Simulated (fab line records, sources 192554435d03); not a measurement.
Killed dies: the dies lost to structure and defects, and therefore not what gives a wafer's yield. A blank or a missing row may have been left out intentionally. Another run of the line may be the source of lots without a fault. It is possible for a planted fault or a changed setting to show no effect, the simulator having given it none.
The tool behind it: which one? :: flow n5Finfet :: Sampling: 9 lots, 26 wafers, 3 of 1938 route steps

== WHAT THE GAUGES READ, wafer by wafer ==
N5_PMOS_HMC_CHANNEL_EPI_INSPECT_30: inspects for defects (darkfield).
lot: L546
measured: day 2 02:08
on: defectInspect-01
rawDefectCount: 24 19 18

lot: L547
measured: day 2 08:19
on: defectInspect-02
rawDefectCount: 19 18 11

lot: L548
measured: day 2 14:31
on: defectInspect-02
rawDefectCount: 16 16 17

lot: L552
measured: day 3 14:46
on: defectInspect-01
rawDefectCount: 37 18 18

lot: L557
measured: day 4 21:44
on: defectInspect-02
rawDefectCount: 12 28 19

lot: L558
measured: day 5 02:49
on: defectInspect-01
rawDefectCount: 20 19 29

lot: L559
measured: day 5 08:13
on: defectInspect-02
rawDefectCount: 13 14

lot: L562
measured: day 6 02:10
on: defectInspect-01
rawDefectCount: 1220 23 21

lot: L568
measured: day 7 14:13
on: defectInspect-02
rawDefectCount: 17 32 20

== WHAT TOOL EACH LOT RAN ON (gives the tool, then ch and the chambers of the sampled wafers, and finally the start) ==
lot: L546
N5_PMOS_HMC_CHANNEL_EPI_STRIP_33: rieDiel-06 ch 0,1,3, day 1 23:31
N5_PMOS_HMC_CHANNEL_EPI_PRECLEAN_37: wetBench-03 ch 1,4,6, day 2 01:41

lot: L547
N5_PMOS_HMC_CHANNEL_EPI_STRIP_33: rieDiel-05 ch 0,2, day 2 05:32
N5_PMOS_HMC_CHANNEL_EPI_PRECLEAN_37: wetBench-05 ch 0,3,7, day 2 07:52

lot: L548
N5_PMOS_HMC_CHANNEL_EPI_STRIP_33: rieDiel-01 ch 0,2, day 2 11:31
N5_PMOS_HMC_CHANNEL_EPI_PRECLEAN_37: wetBench-05 ch 3,5,6, day 2 14:05

lot: L552
N5_PMOS_HMC_CHANNEL_EPI_STRIP_33: rieDiel-06 ch 0,3, day 3 12:04
N5_PMOS_HMC_CHANNEL_EPI_PRECLEAN_37: wetBench-02 ch 0,2,5, day 3 14:19

lot: L557
N5_PMOS_HMC_CHANNEL_EPI_STRIP_33: rieDiel-01 ch 0,2,3, day 4 18:30
N5_PMOS_HMC_CHANNEL_EPI_PRECLEAN_37: wetBench-02 ch 3,5,6, day 4 21:09

lot: L558
N5_PMOS_HMC_CHANNEL_EPI_STRIP_33: rieDiel-06 ch 1,2,3, day 5 00:10
N5_PMOS_HMC_CHANNEL_EPI_PRECLEAN_37: wetBench-03 ch 4,6,7, day 5 02:23

lot: L559
N5_PMOS_HMC_CHANNEL_EPI_STRIP_33: rieDiel-01 ch 0,1, day 5 05:28
N5_PMOS_HMC_CHANNEL_EPI_PRECLEAN_37: wetBench-03 ch 1,2, day 5 07:46

lot: L562
N5_PMOS_HMC_CHANNEL_EPI_STRIP_33: rieDiel-06 ch 0,1,2, day 5 23:26
N5_PMOS_HMC_CHANNEL_EPI_PRECLEAN_37: wetBench-02 ch 0,1,5, day 6 01:38

lot: L568
N5_PMOS_HMC_CHANNEL_EPI_STRIP_33: rieDiel-05 ch 1,3, day 7 11:37
N5_PMOS_HMC_CHANNEL_EPI_PRECLEAN_37: wetBench-03 ch 3,5,6, day 7 13:47
- N5_PMOS_HMC_CHANNEL_EPI_STRIP_33: strips in N2/H2.
- N5_PMOS_HMC_CHANNEL_EPI_PRECLEAN_37: cleans in O3/DIW, time 45 s.

== THE ANSWER, worked out from the rows above alone ==
Rule: the lots themselves supply what counts as usual. Put in order of their means at a reading, lots are off if they are a third of the lots or fewer, leave a main group of 4 or more, and stand apart from it by a gap of 3 or more times the standard deviation of the main group's means; of several such gaps the widest counts. A main group whose means are all the same, to the digits that the tables above print for the reading, isn't used. Also off: a lot with no number at a reading for which 4 or more lots have one. Where the step has rows for the other lots, those lots are counted as sound.
Off at N5_PMOS_HMC_CHANNEL_EPI_INSPECT_30 (rawDefectCount): L562. Mean 19 and standard deviation 3.6 in the main group.
A tool fits if, at a process step before that reading, it ran every lot that is off, and no sound lot after the first of them. Gauges at N5_PMOS_HMC_CHANNEL_EPI_INSPECT_30: tried the same way as those tools. Can't be told from this: 3 tools fit, rieDiel-06 at N5_PMOS_HMC_CHANNEL_EPI_STRIP_33, wetBench-02 at N5_PMOS_HMC_CHANNEL_EPI_PRECLEAN_37, defectInspect-01 at N5_PMOS_HMC_CHANNEL_EPI_INSPECT_30.

== WHAT HAD BEEN PUT IN BY THE SIMULATOR ==
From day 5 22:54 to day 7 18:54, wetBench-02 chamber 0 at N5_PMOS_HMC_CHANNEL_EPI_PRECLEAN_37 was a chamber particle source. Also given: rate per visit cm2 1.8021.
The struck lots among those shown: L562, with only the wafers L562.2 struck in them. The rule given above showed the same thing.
